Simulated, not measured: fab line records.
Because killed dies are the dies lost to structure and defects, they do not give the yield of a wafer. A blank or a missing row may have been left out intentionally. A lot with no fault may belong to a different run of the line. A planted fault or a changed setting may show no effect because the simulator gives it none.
fab line records + flow nandHarc
[record]
- lots = 11
- wafers = 33
- lastDay = 33
route steps=1302 shown P_START@1 P_ZERO_WELL@16 END@1302
lots with no fault: from the same line, run without faults
startH: hours from the record's opening day to when the first of the lot's shown wafers began + waitH: hours elapsed since this lot's preceding step + " repeats the value in the row above + L1.1+2: a single row standing in for several wafers + - no value, or no start given + * or withheld: withheld + < > ~ a bound
route shown NAME@n: NAME is a module with steps in the file, n the number in the route of the first one + usual: average and standard deviation across the fault-free wafers + same: alike in all rows + chamber/n: place in a boat + sites: per-site readings + _std_site: their standard deviation + _edge_site: outer sites' mean less inner sites' + radiusMm: for every site, how far away it sits from the centre of the wafer + mask NAME#n: copy n + behind: the most recent tool/chamber to have shaped the wafer + hold: the reason the lot was held/the length of the hold in hours/how it ended + device: which transistor (n, p or np) failed to switch + end of line: tests run on the same wafers once the route is complete + a step without rows: its recipe alone + killed: at the first sort, the dies lost to defects and structure; wafer yield is something else + map: dies across one wafer; x = killed, . = not, _ = none there
set.NAME: the setting as run; set.NAME@STEP: as run at that earlier step + model.NAME: the simulator's own value behind a step, which no gauge read
route steps across a sampled set of lots; one table per step, one row per wafer
services: when a tool's chamber went out of use (startH, in hours from the record's first day, below 0 if earlier), for how many hours, and the reason
[[steps]]
[step NHARC_P_START_INSPECT_01]
[usual]
- rawDefectCount = 3.6/1.9
| lot.wafer | tool             | chamber | startH | waitH | rawDefectCount |
|-----------|------------------|---------|--------|-------|----------------|
| L538.4    | defectInspect-01 | -       | 20.04  | -     | 3              |
| L538.5    | "                | -       | "      | "     | 3              |
| L538.6    | "                | -       | "      | "     | 6              |
| L543.1    | defectInspect-01 | -       | 70.04  | -     | 9              |
| L543.4    | "                | -       | "      | "     | 2              |
| L543.5    | "                | -       | "      | "     | 3              |
| L544.1    | defectInspect-01 | -       | 80.04  | -     | 2              |
| L544.3    | "                | -       | "      | "     | 6              |
| L544.6    | "                | -       | "      | "     | 7              |
| L545.2    | defectInspect-01 | -       | 90.04  | -     | 4              |
| L545.3    | "                | -       | "      | "     | 5              |
| L545.6    | "                | -       | "      | "     | 3              |
| L548.3    | defectInspect-02 | -       | 120.04 | -     | 4              |
| L548.4    | "                | -       | "      | "     | 4              |
| L548.5    | "                | -       | "      | "     | 2              |
| L549.1    | defectInspect-02 | -       | 130.04 | -     | 5              |
| L549.4    | "                | -       | "      | "     | 3              |
| L549.6    | "                | -       | "      | "     | 6              |
| L550.1    | defectInspect-02 | -       | 140.04 | -     | 7              |
| L550.2    | "                | -       | "      | "     | 1              |
| L550.5    | "                | -       | "      | "     | 4              |
| L551.3    | defectInspect-01 | -       | 150.05 | -     | 5              |
| L551.4    | "                | -       | "      | "     | 5              |
| L551.5    | "                | -       | "      | "     | 3              |
| L554.1    | defectInspect-01 | -       | 180.04 | -     | 6              |
| L554.4    | "                | -       | "      | "     | 6              |
| L554.5    | "                | -       | "      | "     | 5              |
| L557.1    | defectInspect-02 | -       | 210.04 | -     | 0              |
| L557.2    | "                | -       | "      | "     | 4              |
| L557.4    | "                | -       | "      | "     | 3              |
| L559.2    | defectInspect-01 | -       | 230.04 | -     | 2              |
| L559.3    | "                | -       | "      | "     | 3              |
| L559.4    | "                | -       | "      | "     | 2              |
[step NHARC_P_ZERO_WELL_DESCUM_13]
[recipe]
- timeS = 3
- o2FlowSccm = 200
- arFlowSccm = 0
- biasPowerW = 0
- chemistry = O2
[usual]
- drypumpMotorCurrentA = 5.7/0.6
- mfcArSccm = 0.007/0.011
- o2FlowSccm = 199.9/0.66
- oesProductAu = 1.000/0.014
- rfVppV = 57.9/0.91
- showerheadPlenumPTorr = 1.92/0.073
- throttleValvePct = 11.311/0.0094
| lot.wafer | tool       | chamber | startH | waitH | drypumpMotorCurrentA | mfcArSccm | o2FlowSccm | oesProductAu | rfHoursCounterH | rfVppV | showerheadPlenumPTorr | throttleValvePct |
|-----------|------------|---------|--------|-------|----------------------|-----------|------------|--------------|-----------------|--------|-----------------------|------------------|
| L538.4    | rieDiel-10 | 2       | 21.28  | -     | 6.3                  | 0         | 200.7      | 1.006        | 34              | 56.4   | 1.81                  | 11.328           |
| L538.6    | "          | 1       | "      | "     | 5.1                  | 0.009     | 200.0      | 1.006        | -               | 58.7   | 1.93                  | 11.310           |
| L538.5    | "          | 2       | "      | "     | 6.3                  | 0         | 199.4      | 1.002        | -               | 58.5   | 1.81                  | 11.318           |
| L543.1    | rieDiel-04 | 2       | 71.40  | -     | 6.3                  | 0.025     | 200.5      | 1.014        | 20              | 59.8   | 2.07                  | 11.314           |
| L543.4    | "          | 0       | "      | "     | 4.9                  | 0.031     | 199.7      | 0.996        | 18              | 57.3   | 2.03                  | 11.303           |
| L543.5    | "          | 2       | "      | "     | 6.3                  | 0.025     | 200.8      | 1.012        | -               | 58.5   | 2.07                  | 11.322           |
| L544.1    | rieDiel-04 | 3       | 81.41  | -     | 5.9                  | 0.002     | 200.2      | 0.989        | 23              | 59.6   | 1.92                  | 11.304           |
| L544.3    | "          | 0       | "      | "     | 4.9                  | 0.031     | 200.0      | 0.988        | 22              | 57.4   | 2.03                  | 11.329           |
| L544.6    | "          | 2       | "      | "     | 6.3                  | 0.025     | 200.2      | 1.012        | -               | 60.0   | 2.07                  | 11.312           |
| L545.3    | rieDiel-10 | 0       | 91.28  | -     | 6.3                  | 0.018     | 200.3      | 0.997        | 8               | 57.6   | 1.95                  | 11.304           |
| L545.2    | "          | 1       | "      | "     | 5.1                  | 0.009     | 201.0      | 1.017        | 8               | 59.0   | 1.92                  | 11.310           |
| L545.6    | "          | 3       | "      | "     | 5.3                  | 0         | 200.7      | 1.015        | -               | 57.8   | 1.88                  | 11.296           |
| L548.4    | rieDiel-10 | 2       | 121.40 | -     | 6.3                  | 0         | 200.2      | 1.012        | 12              | 58.0   | 1.80                  | 11.303           |
| L548.3    | "          | 0       | "      | "     | 6.3                  | 0.018     | 199.1      | 0.991        | 18              | 57.6   | 1.94                  | 11.305           |
| L548.5    | "          | 1       | "      | "     | 5.1                  | 0.009     | 199.6      | 0.997        | -               | 58.0   | 1.92                  | 11.303           |
| L549.4    | rieDiel-10 | 2       | 131.27 | -     | 6.3                  | 0         | 199.5      | 0.997        | 13              | 57.8   | 1.80                  | 11.305           |
| L549.1    | "          | 3       | "      | "     | 5.3                  | 0         | 198.7      | 1.017        | 14              | 58.2   | 1.88                  | 11.309           |
| L549.6    | "          | 3       | "      | "     | 5.3                  | 0         | 198.7      | 1.019        | -               | 58.5   | 1.88                  | 11.315           |
| L550.1    | rieDiel-04 | 1       | 141.42 | -     | 4.8                  | 0         | 199.0      | 1.007        | 42              | 57.7   | 1.91                  | 11.301           |
| L550.2    | "          | 3       | "      | "     | 6.0                  | 0.002     | 198.8      | 0.994        | 41              | 57.8   | 1.91                  | 11.310           |
| L550.5    | "          | 1       | "      | "     | 4.8                  | 0         | 198.7      | 1.014        | -               | 60.4   | 1.91                  | 11.308           |
| L551.4    | rieDiel-13 | 3       | 151.35 | -     | 6.6                  | 0         | 200.0      | 0.985        | 51              | 56.9   | 1.94                  | 11.325           |
| L551.3    | "          | 0       | "      | "     | 5.9                  | 0         | 200.6      | 0.979        | 53              | 58.5   | 1.85                  | 11.334           |
| L551.5    | "          | 3       | "      | "     | 6.6                  | 0         | 199.0      | 0.993        | -               | 56.9   | 1.94                  | 11.319           |
| L554.1    | rieDiel-13 | 3       | 181.41 | -     | 6.6                  | 0         | 200.1      | 0.994        | 2               | 57.7   | 1.94                  | 11.309           |
| L554.4    | "          | 0       | "      | "     | 5.9                  | 0         | 200.2      | 1.016        | 2               | 59.2   | 1.84                  | 11.304           |
| L554.5    | "          | 1       | "      | "     | 5.7                  | 0         | 199.1      | 1.000        | -               | 58.5   | 1.92                  | 11.312           |
| L557.2    | rieDiel-13 | 2       | 211.29 | -     | 5.1                  | 0         | 200.1      | 0.997        | 13              | 57.2   | 1.82                  | 11.312           |
| L557.4    | "          | 3       | "      | "     | 6.6                  | 0         | 201.0      | 0.986        | 14              | 57.4   | 1.93                  | 11.307           |
| L557.1    | "          | 0       | "      | "     | 5.9                  | 0         | 201.7      | 1.000        | 14              | 57.8   | 1.84                  | 11.315           |
| L559.4    | rieDiel-13 | 1       | 231.27 | -     | 5.7                  | 0         | 199.8      | 0.993        | 18              | 57.2   | 1.92                  | 11.309           |
| L559.2    | "          | 2       | "      | "     | 5.1                  | 0         | 199.9      | 0.998        | 18              | 57.3   | 1.82                  | 11.296           |
| L559.3    | "          | 3       | "      | "     | 6.6                  | 0         | 200.6      | 0.989        | 19              | 57.9   | 1.93                  | 11.315           |
[step NHARC_P_ZERO_WELL_ETCH_62]
[recipe]
- targetDepthA = 130
- timeS = 6.5
- chf3FlowSccm = 50
- arFlowSccm = 200
- rfW = 500
- biasW = 200
- chemistry = CHF3/Ar
[usual]
- drypumpMotorCurrentA = 5.6/0.61
- mfcArSccm = 200.0/0.54
- oesProductAu = 0.959/0.021
- rfVppV = 370.6/2.1
- showerheadPlenumPTorr = 2.35/0.085
- throttleValvePct = 20.216/0.0097
| lot.wafer | tool       | chamber | startH | waitH | drypumpMotorCurrentA | mfcArSccm | oesProductAu | rfHoursCounterH | rfVppV | showerheadPlenumPTorr | throttleValvePct |
|-----------|------------|---------|--------|-------|----------------------|-----------|--------------|-----------------|--------|-----------------------|------------------|
| L538.4    | rieDiel-10 | 0       | -      | -     | 6.3                  | 200.3     | 0.908        | 40              | 370.1  | 2.39                  | 20.213           |
| L538.6    | "          | 0       | "      | "     | 6.3                  | 200.0     | 0.916        | -               | 372.8  | 2.39                  | 20.214           |
| L538.5    | "          | 1       | "      | "     | 5.1                  | 199.6     | 0.933        | -               | 370.4  | 2.36                  | 20.211           |
| L543.4    | rieDiel-04 | 0       | -      | -     | 4.9                  | 200.8     | 0.950        | 18              | 374.1  | 2.48                  | 20.202           |
| L543.1    | "          | 2       | "      | "     | 6.3                  | 201.8     | 0.950        | 20              | 375.2  | 2.53                  | 20.214           |
| L543.5    | "          | 1       | "      | "     | 4.8                  | 200.7     | 0.970        | -               | 371.5  | 2.35                  | 20.223           |
| L544.3    | rieDiel-04 | 0       | -      | -     | 4.9                  | 200.0     | 0.964        | 22              | 375.2  | 2.48                  | 20.213           |
| L544.1    | "          | 1       | "      | "     | 4.8                  | 200.1     | 1.006        | 24              | 370.0  | 2.35                  | 20.211           |
| L544.6    | "          | 3       | "      | "     | 6.0                  | 199.4     | 0.954        | -               | 370.8  | 2.35                  | 20.237           |
| L545.2    | rieDiel-10 | 3       | -      | -     | 5.3                  | 200.8     | 0.969        | 1               | 369.9  | 2.31                  | 20.229           |
| L545.3    | "          | 1       | "      | "     | 5.1                  | 199.1     | 0.983        | 8               | 370.7  | 2.35                  | 20.206           |
| L545.6    | "          | 0       | "      | "     | 6.3                  | 200.2     | 0.944        | -               | 371.7  | 2.38                  | 20.232           |
| L548.4    | rieDiel-10 | 1       | -      | -     | 5.1                  | 199.1     | 0.964        | 17              | 370.7  | 2.35                  | 20.198           |
| L548.3    | "          | 2       | "      | "     | 6.3                  | 200.5     | 0.953        | 12              | 366.8  | 2.21                  | 20.225           |
| L548.5    | "          | 0       | "      | "     | 6.3                  | 199.9     | 0.973        | -               | 371.1  | 2.38                  | 20.198           |
| L549.1    | rieDiel-10 | 0       | -      | -     | 6.3                  | 199.1     | 0.965        | 20              | 369.9  | 2.38                  | 20.219           |
| L549.4    | "          | 3       | "      | "     | 5.3                  | 200.3     | 0.982        | 14              | 369.0  | 2.30                  | 20.219           |
| L549.6    | "          | 1       | "      | "     | 5.1                  | 200.0     | 0.987        | -               | 370.7  | 2.35                  | 20.220           |
| L550.1    | rieDiel-04 | 1       | -      | -     | 4.8                  | 199.1     | 0.968        | 42              | 370.2  | 2.34                  | 20.229           |
| L550.2    | "          | 2       | "      | "     | 6.3                  | 200.3     | 0.994        | 44              | 375.9  | 2.52                  | 20.234           |
| L550.5    | "          | 1       | "      | "     | 4.8                  | 199.6     | 0.970        | -               | 370.9  | 2.34                  | 20.212           |
| L551.3    | rieDiel-13 | 2       | -      | -     | 5.0                  | 199.7     | 0.941        | 48              | 368.2  | 2.25                  | 20.239           |
| L551.4    | "          | 1       | "      | "     | 5.7                  | 200.0     | 0.954        | 53              | 371.0  | 2.36                  | 20.209           |
| L551.5    | "          | 3       | "      | "     | 6.6                  | 199.4     | 0.932        | -               | 372.9  | 2.38                  | 20.223           |
| L554.4    | rieDiel-13 | 0       | -      | -     | 5.9                  | 200.5     | 0.976        | 2               | 368.5  | 2.26                  | 20.223           |
| L554.1    | "          | 1       | "      | "     | 5.7                  | 199.6     | 0.945        | 2               | 369.8  | 2.35                  | 20.208           |
| L554.5    | "          | 2       | "      | "     | 5.1                  | 200.3     | 0.939        | -               | 368.9  | 2.24                  | 20.209           |
| L557.4    | rieDiel-13 | 0       | -      | -     | 5.9                  | 199.4     | 0.987        | 14              | 368.0  | 2.26                  | 20.220           |
| L557.2    | "          | 2       | "      | "     | 5.1                  | 199.7     | 0.968        | 13              | 368.2  | 2.24                  | 20.218           |
| L557.1    | "          | 3       | "      | "     | 6.6                  | 200.2     | 0.959        | 14              | 370.7  | 2.37                  | 20.217           |
| L559.4    | rieDiel-13 | 2       | -      | -     | 5.0                  | 199.9     | 0.987        | 18              | 366.9  | 2.24                  | 20.217           |
| L559.3    | "          | 0       | "      | "     | 5.9                  | 199.5     | 0.946        | 15              | 368.7  | 2.26                  | 20.214           |
| L559.2    | "          | 1       | "      | "     | 5.7                  | 199.6     | 0.948        | 18              | 369.7  | 2.35                  | 20.211           |
[step NHARC_P_ZERO_WELL_EXPOSE_21]
[recipe]
- na = 0.6
- targetCdNm = 720
- doseMj = 22.31
- maskId = P_NWELL
[usual]
- exposureDoseMJCm2 = 22.309/0.023
- focusOffsetNm = -0.1/0.45
| lot.wafer | tool          | chamber | startH | waitH | mask      | exposureDoseMJCm2 | focusOffsetNm |
|-----------|---------------|---------|--------|-------|-----------|-------------------|---------------|
| L538.4    | krfScanner-04 | 0       | 22.31  | -     | P_NWELL#0 | 22.335            | -0.4          |
| L538.5    | "             | 0       | "      | "     | P_NWELL#0 | 22.311            | -0.9          |
| L538.6    | "             | 0       | "      | "     | P_NWELL#0 | 22.295            | -1.0          |
| L543.1    | krfScanner-04 | 0       | 72.40  | -     | P_NWELL#0 | 22.336            | -0.4          |
| L543.4    | "             | 0       | "      | "     | P_NWELL#0 | 22.316            | -0.3          |
| L543.5    | "             | 0       | "      | "     | P_NWELL#0 | 22.350            | 0.0           |
| L544.1    | krfScanner-01 | 0       | 82.43  | -     | P_NWELL#0 | 22.314            | 0.7           |
| L544.3    | "             | 0       | "      | "     | P_NWELL#0 | 22.362            | 0.6           |
| L544.6    | "             | 0       | "      | "     | P_NWELL#0 | 22.304            | 0.0           |
| L545.2    | krfScanner-04 | 0       | 92.31  | -     | P_NWELL#0 | 22.319            | 0.4           |
| L545.3    | "             | 0       | "      | "     | P_NWELL#0 | 22.292            | -0.3          |
| L545.6    | "             | 0       | "      | "     | P_NWELL#0 | 22.268            | 0.3           |
| L548.3    | krfScanner-04 | 0       | 122.31 | -     | P_NWELL#0 | 23.376            | -0.1          |
| L548.4    | "             | 0       | "      | "     | P_NWELL#0 | 23.389            | 0.2           |
| L548.5    | "             | 0       | "      | "     | P_NWELL#0 | 23.336            | -0.2          |
| L549.1    | krfScanner-04 | 0       | 132.18 | -     | P_NWELL#0 | 23.331            | 0.2           |
| L549.4    | "             | 0       | "      | "     | P_NWELL#0 | 23.352            | 0.4           |
| L549.6    | "             | 0       | "      | "     | P_NWELL#0 | 23.342            | -0.7          |
| L550.1    | krfScanner-04 | 0       | 142.32 | -     | P_NWELL#0 | 23.352            | 0.5           |
| L550.2    | "             | 0       | "      | "     | P_NWELL#0 | 23.378            | 0.4           |
| L550.5    | "             | 0       | "      | "     | P_NWELL#0 | 23.340            | 0.4           |
| L551.3    | krfScanner-04 | 0       | 152.38 | -     | P_NWELL#0 | 23.367            | 0.3           |
| L551.4    | "             | 0       | "      | "     | P_NWELL#0 | 23.365            | 0.1           |
| L551.5    | "             | 0       | "      | "     | P_NWELL#0 | 23.363            | 0.2           |
| L554.1    | krfScanner-02 | 0       | 182.35 | -     | P_NWELL#0 | 22.311            | 0.1           |
| L554.4    | "             | 0       | "      | "     | P_NWELL#0 | 22.325            | 0.0           |
| L554.5    | "             | 0       | "      | "     | P_NWELL#0 | 22.295            | -0.5          |
| L557.1    | krfScanner-01 | 0       | 212.18 | -     | P_NWELL#0 | 22.321            | -0.9          |
| L557.2    | "             | 0       | "      | "     | P_NWELL#0 | 22.302            | -0.3          |
| L557.4    | "             | 0       | "      | "     | P_NWELL#0 | 22.298            | -0.9          |
| L559.2    | krfScanner-02 | 0       | 232.30 | -     | P_NWELL#0 | 22.315            | 0.0           |
| L559.3    | "             | 0       | "      | "     | P_NWELL#0 | 22.303            | 0.1           |
| L559.4    | "             | 0       | "      | "     | P_NWELL#0 | 22.283            | -0.2          |
[step NHARC_P_ZERO_WELL_CD_MEAS_24]
[recipe]
- targetCdNm = 720
- landingEnergyEv = 500
[usual]
- cdNm = 719.3/2.2
| lot.wafer | tool     | chamber | startH | waitH | cdNm  |
|-----------|----------|---------|--------|-------|-------|
| L538.4    | cdSem-01 | 0       | 22.46  | -     | 719.5 |
| L538.5    | "        | 0       | "      | "     | 717.7 |
| L538.6    | "        | 0       | "      | "     | 719.9 |
| L543.1    | cdSem-02 | 0       | 72.56  | -     | 718.1 |
| L543.4    | "        | 0       | "      | "     | 716.4 |
| L543.5    | "        | 0       | "      | "     | 717.7 |
| L544.1    | cdSem-01 | 0       | 82.59  | -     | 719.3 |
| L544.3    | "        | 0       | "      | "     | 719.4 |
| L544.6    | "        | 0       | "      | "     | 720.5 |
| L545.2    | cdSem-01 | 0       | 92.47  | -     | 716.2 |
| L545.3    | "        | 0       | "      | "     | 713.6 |
| L545.6    | "        | 0       | "      | "     | 719.5 |
| L548.3    | cdSem-02 | 0       | 122.46 | -     | 732.8 |
| L548.4    | "        | 0       | "      | "     | 731.4 |
| L548.5    | "        | 0       | "      | "     | 730.3 |
| L549.1    | cdSem-03 | 0       | 132.33 | -     | 727.5 |
| L549.4    | "        | 0       | "      | "     | 726.8 |
| L549.6    | "        | 0       | "      | "     | 728.1 |
| L550.1    | cdSem-03 | 0       | 142.48 | -     | 728.9 |
| L550.2    | "        | 0       | "      | "     | 728.5 |
| L550.5    | "        | 0       | "      | "     | 727.2 |
| L551.3    | cdSem-01 | 0       | 152.53 | -     | 730.2 |
| L551.4    | "        | 0       | "      | "     | 728.5 |
| L551.5    | "        | 0       | "      | "     | 725.6 |
| L554.1    | cdSem-01 | 0       | 182.51 | -     | 723.6 |
| L554.4    | "        | 0       | "      | "     | 722.2 |
| L554.5    | "        | 0       | "      | "     | 720.5 |
| L557.1    | cdSem-01 | 0       | 212.34 | -     | 719.3 |
| L557.2    | "        | 0       | "      | "     | 716.9 |
| L557.4    | "        | 0       | "      | "     | 718.7 |
| L559.2    | cdSem-02 | 0       | 232.45 | -     | 719.5 |
| L559.3    | "        | 0       | "      | "     | 719.5 |
| L559.4    | "        | 0       | "      | "     | 718.3 |
[step NHARC_END_SORT_01]
[recipe]
- tempC = 25
[usual]
- killedAtArray = 52/16
- killedAtOther = 0.8/0.98
- killedAtPeriphery = 4.2/2.9
- killedDies = 57/16
- killedOpen = 3.3/1.9
- killedShort = 2.5/1.5
[same]
- grossDies = 677
| lot.wafer | tool      | chamber | startH | waitH | killedAtArray | killedAtOther | killedAtPeriphery | killedDies | killedOpen | killedShort |
|-----------|-----------|---------|--------|-------|---------------|---------------|-------------------|------------|------------|-------------|
| L550.1    | prober-01 | 0       | 667.86 | 2.5   | 37            | 1             | 5                 | 43         | 6          | 4           |
| L550.2    | prober-01 | 0       | 668.66 | 2.8   | 46            | 0             | 1                 | 47         | 4          | 3           |
| L550.5    | prober-01 | 0       | 671.08 | 3.7   | 31            | 0             | 2                 | 33         | 5          | 1           |
// killed by level:class
L550.1 A_CHANNEL_HOLE_D1:chamberFilmFlake=21 A_CHANNEL_FILL_D2:chamberFilmFlake=3 P_M0:geometricParticle:open=2 A_CHANNEL_FILL_D1:geometricParticle:short=2 A_STAIRCASE:chamberFilmFlake=2 A_CONTACT:chamberFilmFlake=2 A_BLC:chamberFilmFlake=2 P_GATE:geometricParticle:short=1
L550.2 A_CHANNEL_HOLE_D1:chamberFilmFlake=32 A_ONON_D2:geometricParticle:open=2 A_STAIRCASE:chamberFilmFlake=2 A_BLC:chamberFilmFlake=2 A_SOURCE_PLATE:geometricParticle:open=1 A_SOURCE_PLATE:geometricParticle:short=1 A_CHANNEL_FILL_D1:geometricParticle:short=1 A_WL_FILL:geometricParticle:short=1
L550.5 A_CHANNEL_HOLE_D1:chamberFilmFlake=16 A_CHANNEL_FILL_D1:chamberFilmFlake=3 A_BLC:chamberFilmFlake=3 A_STAIRCASE:chamberFilmFlake=2 P_M1:geometricParticle:open=1 A_CHANNEL_FILL_D1:geometricParticle:open=1 A_WL_FILL:geometricParticle:open=1 A_WL_FILL:geometricParticle:short=1
[[services]]
| tool          | chamber | startH | hours | kind   |
|---------------|---------|--------|-------|--------|
| rieDiel-04    | -       | 0.90   | 9.0   | pm     |
| krfScanner-04 | -       | 10.01  | 4.0   | pm     |
| krfScanner-04 | -       | 24.95  | 2.7   | repair |
| krfScanner-04 | -       | 28.44  | 0.7   | repair |
| krfScanner-01 | -       | 31.10  | 1.0   | repair |
| rieDiel-13    | 3       | 40.96  | 7.6   | repair |
| krfScanner-01 | -       | 49.19  | 1.8   | repair |
| rieDiel-10    | -       | 65.56  | 9.0   | pm     |
| krfScanner-01 | -       | 72.58  | 0.5   | repair |
| rieDiel-10    | 2       | 74.59  | 4.1   | repair |
| krfScanner-02 | -       | 94.00  | 4.0   | pm     |
| krfScanner-01 | -       | 120.30 | 5.7   | repair |
| rieDiel-13    | 2       | 124.42 | 23.8  | repair |
| rieDiel-10    | 0       | 138.08 | 1.7   | repair |
| krfScanner-01 | -       | 140.00 | 4.0   | pm     |
| rieDiel-13    | -       | 167.84 | 9.0   | pm     |
| rieDiel-04    | -       | 177.90 | 9.0   | pm     |
| rieDiel-10    | 1       | 181.14 | 7.9   | repair |
| krfScanner-04 | -       | 182.01 | 4.0   | pm     |
| krfScanner-02 | -       | 207.59 | 0.2   | repair |
| krfScanner-04 | -       | 211.10 | 1.9   | repair |
| krfScanner-01 | -       | 212.32 | 0.6   | repair |
| rieDiel-13    | 0       | 212.96 | 16.7  | repair |
| krfScanner-01 | -       | 221.66 | 2.8   | repair |
[[key]]
[firstSign]
- step = NHARC_P_ZERO_WELL_EXPOSE_21
- reading = exposureDoseMJCm2
- direction = up
- sigmas = 46
- usual = 22.309
- struck = 23.358
[effect]
- step = NHARC_P_ZERO_WELL_CD_MEAS_24
- reading = cdNm
- direction = up
- sigmas = 4.3
- usual = 719.3
- struck = 728.8
metAt NHARC_P_ZERO_WELL_EXPOSE_21
struckLots L548,L549,L550,L551
testerLeftOut L548,L549,L550,L551
notActingAt NHARC_P_START_INSPECT_01,NHARC_P_ZERO_WELL_DESCUM_13,NHARC_P_ZERO_WELL_ETCH_62
onsetBetween 92.31 122.31
[fault]
- kind = processParameterDrift
- tool = krfScanner-04
- chamber = -
- onsetH = 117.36
- steps = NHARC_P_ZERO_WELL_EXPOSE_21
- channel = doseMj
- offset = 1.038
- shape = step
- actsIn = theseRecipesOnly
- stated = 22.31
// testerLeftOut: of these lots the tester's yield and bins aren't shown, on N5 and GAA mostly nor the transistor test; their killed dies are dies lost to structure and defects alone, not to doping, threshold or leakage, so they don't give the yield
